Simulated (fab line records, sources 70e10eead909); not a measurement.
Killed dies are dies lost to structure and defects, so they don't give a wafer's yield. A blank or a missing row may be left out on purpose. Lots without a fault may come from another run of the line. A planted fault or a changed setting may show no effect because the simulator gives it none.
Tool commonality check | flow nand_harc | 13 lots, 39 wafers sampled

WHY IT WAS OPENED
At NHARC_P_M0_CD_MEAS_09 the reading cd_nm is flagged on 1 of 13 lots. Wafers without a fault read 90.1 nm, standard deviation 0.39.
Rule: a lot is flagged when every wafer of it that has a number lies more than 4 standard deviations from that mean, or none has a number. The other lots count as sound.

lot  | measured     | on        | cd_nm (nm), wafer by wafer | flag
L318 | day 5 19:40  | cd_sem-01 | 91.1 89.9 90.3             |
L320 | day 6 06:24  | cd_sem-02 | 90.0 89.9 90.4             |
L321 | day 6 16:18  | cd_sem-02 | 89.8 90.0 90.1             |
L322 | day 6 23:58  | cd_sem-01 | 90.0 90.1 90.2             |
L328 | day 8 20:20  | cd_sem-01 | 88.3 86.1 86.7             | FLAGGED
L335 | day 9 20:18  | cd_sem-02 | 91.1 90.4 90.5             |
L333 | day 9 20:50  | cd_sem-01 | 89.8 90.2 89.7             |
L336 | day 10 05:17 | cd_sem-03 | 90.3 90.0 89.4             |
L337 | day 10 06:37 | cd_sem-02 | 90.2 90.3 90.0             |
L338 | day 10 22:13 | cd_sem-03 | 89.3 90.2 89.8             |
L339 | day 11 02:23 | cd_sem-02 | 90.4 90.4 90.0             |
L341 | day 11 03:27 | cd_sem-01 | 89.6 90.0 90.2             |
L340 | day 11 03:56 | cd_sem-02 | 90.0 90.6 90.0             |
The numbers of the flagged lots are 87.0 nm on average: -3.1 nm against the usual, or -8 standard deviations.

WHICH TOOL RAN EACH LOT
The record holds 3 process steps before the reading, out of a route of 1159 steps. In each cell: the tool, then ch and the chambers that the sampled wafers went through, then the start.
lot  | flag    | NHARC_P_CONTACT_STRIP_28           | NHARC_P_CONTACT_CVD_23                   | NHARC_P_M0_EXPOSE_06
L318 |         | rie_diel-09 ch 1,2, day 5 16:33    | cvd_w-02 ch 0,1, day 5 18:53 or earlier  | arfi_scanner-02 ch 0, day 5 19:32
L320 |         | rie_diel-09 ch 0,1,2, day 5 23:28  | cvd_w-02 ch 0,1, day 6 05:29 or earlier  | arfi_scanner-03 ch 0, day 6 06:16
L321 |         | rie_diel-06 ch 0,1, day 6 13:25    | cvd_w-02 ch 0,1, day 6 15:32 or earlier  | arfi_scanner-01 ch 0, day 6 16:10
L322 |         | rie_diel-06 ch 2,3, day 6 21:01    | cvd_w-01 ch 0,1, day 6 23:10 or earlier  | arfi_scanner-01 ch 0, day 6 23:49
L328 | FLAGGED | rie_diel-06 ch 2,3, day 8 13:20    | cvd_w-01 ch 0,1, day 8 19:26 or earlier  | arfi_scanner-01 ch 0, day 8 20:11
L335 |         | rie_diel-06 ch 1,2,3, day 9 16:50  | cvd_w-01 ch 0,1, day 9 19:25 or earlier  | arfi_scanner-02 ch 0, day 9 20:10
L333 |         | rie_diel-06 ch 1,2,3, day 9 16:54  | cvd_w-01 ch 0,1, day 9 19:56 or earlier  | arfi_scanner-03 ch 0, day 9 20:41
L336 |         | rie_diel-06 ch 0,1,3, day 10 02:23 | cvd_w-01 ch 0,1, day 10 04:30 or earlier | arfi_scanner-03 ch 0, day 10 05:08
L337 |         | rie_diel-09 ch 0,1,2, day 10 03:43 | cvd_w-02 ch 0,1, day 10 05:50 or earlier | arfi_scanner-03 ch 0, day 10 06:28
L338 |         | rie_diel-09 ch 0,2,3, day 10 16:16 | cvd_w-01 ch 0,1, day 10 21:26 or earlier | arfi_scanner-03 ch 0, day 10 22:04
L339 |         | rie_diel-06 ch 0,2,3, day 10 22:50 | cvd_w-02 ch 1, day 11 01:29 or earlier   | arfi_scanner-02 ch 0, day 11 02:15
L341 |         | rie_diel-06 ch 1,3, day 10 23:15   | cvd_w-02 ch 1, day 11 02:33 or earlier   | arfi_scanner-03 ch 0, day 11 03:19
L340 |         | rie_diel-06 ch 0,2,3, day 11 00:19 | cvd_w-01 ch 0,1, day 11 03:02 or earlier | arfi_scanner-01 ch 0, day 11 03:49
What these steps do:
- NHARC_P_CONTACT_STRIP_28: strips in O2.
- NHARC_P_CONTACT_CVD_23: deposits W, target thk 200 nm, time 557 s.
- NHARC_P_M0_EXPOSE_06: exposes mask P M0, target cd 90 nm.
- NHARC_P_M0_CD_MEAS_09: target cd 90 nm.

FLAGGED OVER TOTAL, TOOL BY TOOL (the gauges that took the reading come last)
step                     | tool            | lots run | flagged | share of the flagged lots | sound lots run after its first flagged lot
NHARC_P_CONTACT_STRIP_28 | rie_diel-06     | 9        | 1       | all                       | 6 (L335,L333,L336,L339,L341,L340)
NHARC_P_CONTACT_STRIP_28 | rie_diel-09     | 4        | 0       | none                      | -
NHARC_P_CONTACT_CVD_23   | cvd_w-01        | 7        | 1       | all                       | 5 (L335,L333,L336,L338,L340)
NHARC_P_CONTACT_CVD_23   | cvd_w-02        | 6        | 0       | none                      | -
NHARC_P_M0_EXPOSE_06     | arfi_scanner-01 | 4        | 1       | all                       | 1 (L340)
NHARC_P_M0_EXPOSE_06     | arfi_scanner-02 | 3        | 0       | none                      | -
NHARC_P_M0_EXPOSE_06     | arfi_scanner-03 | 6        | 0       | none                      | -
NHARC_P_M0_CD_MEAS_09    | cd_sem-01       | 5        | 1       | all                       | 2 (L333,L341)
NHARC_P_M0_CD_MEAS_09    | cd_sem-02       | 6        | 0       | none                      | -
NHARC_P_M0_CD_MEAS_09    | cd_sem-03       | 2        | 0       | none                      | -
NHARC_P_CONTACT_CVD_23 gives no start for some lots, so the hours and the order of its lots are those of NHARC_P_CONTACT_INSPECT_27.

WHAT THE TABLE ALLOWS
4 rows of the table ran every flagged lot: rie_diel-06 at NHARC_P_CONTACT_STRIP_28, cvd_w-01 at NHARC_P_CONTACT_CVD_23, arfi_scanner-01 at NHARC_P_M0_EXPOSE_06, cd_sem-01 at NHARC_P_M0_CD_MEAS_09.
- rie_diel-06 at NHARC_P_CONTACT_STRIP_28: 1 of its 9 lots flagged. Sound lots ran on it after the first flagged one (L335, L333, L336, L339, L341, L340), which a lasting fault on the whole tool wouldn't allow.
- cvd_w-01 at NHARC_P_CONTACT_CVD_23: 1 of its 7 lots flagged. Sound lots ran on it after the first flagged one (L335, L333, L336, L338, L340), which a lasting fault on the whole tool wouldn't allow.
- arfi_scanner-01 at NHARC_P_M0_EXPOSE_06: 1 of its 4 lots flagged. Sound lots ran on it after the first flagged one (L340), which a lasting fault on the whole tool wouldn't allow. Its own readings lie more than 4 standard deviations out on every wafer of the flagged lots: exposure_dose_mJ_cm2.
- cd_sem-01 at NHARC_P_M0_CD_MEAS_09: 1 of its 5 lots flagged. Sound lots ran on it after the first flagged one (L333, L341), which a lasting fault on the whole tool wouldn't allow.
No row of the table ran every flagged lot and no sound lot after the first.

WHAT THE SIMULATOR HAD PUT IN
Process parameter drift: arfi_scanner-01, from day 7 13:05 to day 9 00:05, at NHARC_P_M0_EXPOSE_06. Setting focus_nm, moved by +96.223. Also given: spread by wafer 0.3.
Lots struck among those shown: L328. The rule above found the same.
